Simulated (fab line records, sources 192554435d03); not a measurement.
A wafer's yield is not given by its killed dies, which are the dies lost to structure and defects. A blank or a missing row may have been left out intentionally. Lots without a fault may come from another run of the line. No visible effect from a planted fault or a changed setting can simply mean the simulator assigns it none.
Split-lot trial -- flow n5Finfet -- route with 1938 steps; 7 lots, 39 wafers read

== THE SPLIT ITSELF ==
At N5_BEOL_M8_CVD_78 (deposits Co from CCTBA/H2, target thk 2 nm, time 142.3 s), the setting targetThkA was moved away from the recipe's 20 angstrom on 15 of the 39 wafers read, by -50.6% to +52.8%. This setting was run at the recipe's value on the other wafers.

The reading comes from the split's own step.

== THE READING ==
Co_of_BEOL_M8_CVD_78.thkNm (the simulator's own value, which no gauge read), in nm, at N5_BEOL_M8_CVD_78 (deposits Co from CCTBA/H2, target thk 2 nm, time 142.3 s). There is no usual value for it anywhere in the file. The 24 wafers here that ran the recipe average 2.0 nm, standard deviation 0.12 nm.

wafer,"tool, chamber at the split","targetThkA as run, angstrom",against the recipe,"Co_of_BEOL_M8_CVD_78.thkNm, nm",against lot-mates on the recipe
L074.1,"cvdCo-01, 1",20,recipe,2.2,-
L074.2,"cvdCo-01, 2,0",20,recipe,1.8,-
L074.3,"cvdCo-01, 2,0",20,recipe,1.8,-
L074.4,"cvdCo-01, 1,2,0",20,recipe,2,-
L074.5,"cvdCo-01, 1,2,0",20,recipe,2,-
L074.6,"cvdCo-01, 1,2,0",20,recipe,2,-
L077.1,"cvdCo-01, 0,1",20,recipe,2,-
L077.2,"cvdCo-01, 0,1",20,recipe,2,-
L077.3,"cvdCo-01, 2",20,recipe,2.2,-
L077.4,"cvdCo-01, 2,0,1",15.74,-21.3%,1.6,-0.5
L077.5,"cvdCo-01, 2,0,1",15.74,-21.3%,1.6,-0.5
L077.6,"cvdCo-01, 2,0,1",15.74,-21.3%,1.6,-0.5
L081.1,"cvdCo-02, 1,2",20,recipe,2,-
L081.5,"cvdCo-02, 1,2",20,recipe,2,-
L081.2,"cvdCo-02, 2",20,recipe,2.2,-
L081.3,"cvdCo-02, 0",9.877,-50.6%,1,-1.1
L081.6,"cvdCo-02, 0",9.877,-50.6%,1,-1.1
L081.4,"cvdCo-02, 1",9.877,-50.6%,1.2,-0.9
L080.1,"cvdCo-01, 1,0",20,recipe,2.2,-
L080.2,"cvdCo-01, 1,0",20,recipe,2.2,-
L080.3,"cvdCo-01, 2",20,recipe,2,-
L080.4,"cvdCo-01, 0,2,1",30.57,+52.8%,3.2,+1.1
L080.5,"cvdCo-01, 0,2,1",30.57,+52.8%,3.2,+1.1
L080.6,"cvdCo-01, 0,2,1",30.57,+52.8%,3.2,+1.1
L085.1,"cvdCo-01, 0,2",20,recipe,2,-
L085.6,"cvdCo-01, 0,2",20,recipe,2,-
L085.2,"cvdCo-01, 2",14.35,-28.2%,1.4,-0.7
L085.3,"cvdCo-01, 1,0",14.35,-28.2%,1.6,-0.5
L085.5,"cvdCo-01, 1,0",14.35,-28.2%,1.6,-0.5
L085.4,"cvdCo-01, 1",20,recipe,2.2,-
L095.2,"cvdCo-02, 1",20,recipe,2,-
L095.6,"cvdCo-02, 1",20,recipe,2,-
L095.3,"cvdCo-02, 2",20,recipe,2.2,-
L097.1,"cvdCo-01, 0",20,recipe,1.8,-
L097.2,"cvdCo-01, 2",25.5,+27.5%,2.6,+0.7
L097.3,"cvdCo-01, 2",20,recipe,2,-
L097.5,"cvdCo-01, 2",20,recipe,2,-
L097.4,"cvdCo-01, 0",25.5,+27.5%,2.4,+0.5
L097.6,"cvdCo-01, 0",25.5,+27.5%,2.4,+0.5
The file does not say which wafer passed through which chamber wherever a row lists several chambers: such a row stands for several wafers.

THE FIT
A straight line over all 39 wafers: Co_of_BEOL_M8_CVD_78.thkNm changes by +0.0198 nm for each +1% of targetThkA; r = +0.97; the points scatter about the line by 0.12 nm.
The same after taking each lot's own level away (the mean of its wafers on the recipe; 39 wafers): +0.0199 nm for each +1%; r = +0.98; scatter 0.099 nm.
On that fit, the largest move of targetThkA shifts the reading by 1.1 nm.
The lots' own levels span 1.93 to 2.13 nm, that is 1.6 times the standard deviation above.
Hence the lot-to-lot level has little effect on the slope; both slopes agree.
Check: +1.05 nm against its lot-mates is what the line predicts for one of the wafers moved furthest among these (+52.8%) when that wafer is left out of the fit. It came out at +1.07 nm against them.

== THE OTHER SPLITS THESE WAFERS WENT THROUGH ==
Other splits were also applied to these wafers ahead of the reading. Each is held against what the fit with the lots' levels taken away leaves over:
other split on the same wafers,wafers away from the commonest value,r with Co_of_BEOL_M8_CVD_78.thkNm (lot level and that fit taken away)
N5_BEOL_M0_SAQP_ALD_48 aldCycles,15,-0.12
N5_BEOL_M5_ILD_DEP_00 timeS,15,+0.00
N5_BEOL_M6_ALD_77 aldCycles,9,-0.11

== FILE'S OWN FIT ==
Co_of_BEOL_M8_CVD_78.thkNm changes by +0.0199 nm for each +1% of targetThkA, r = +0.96.
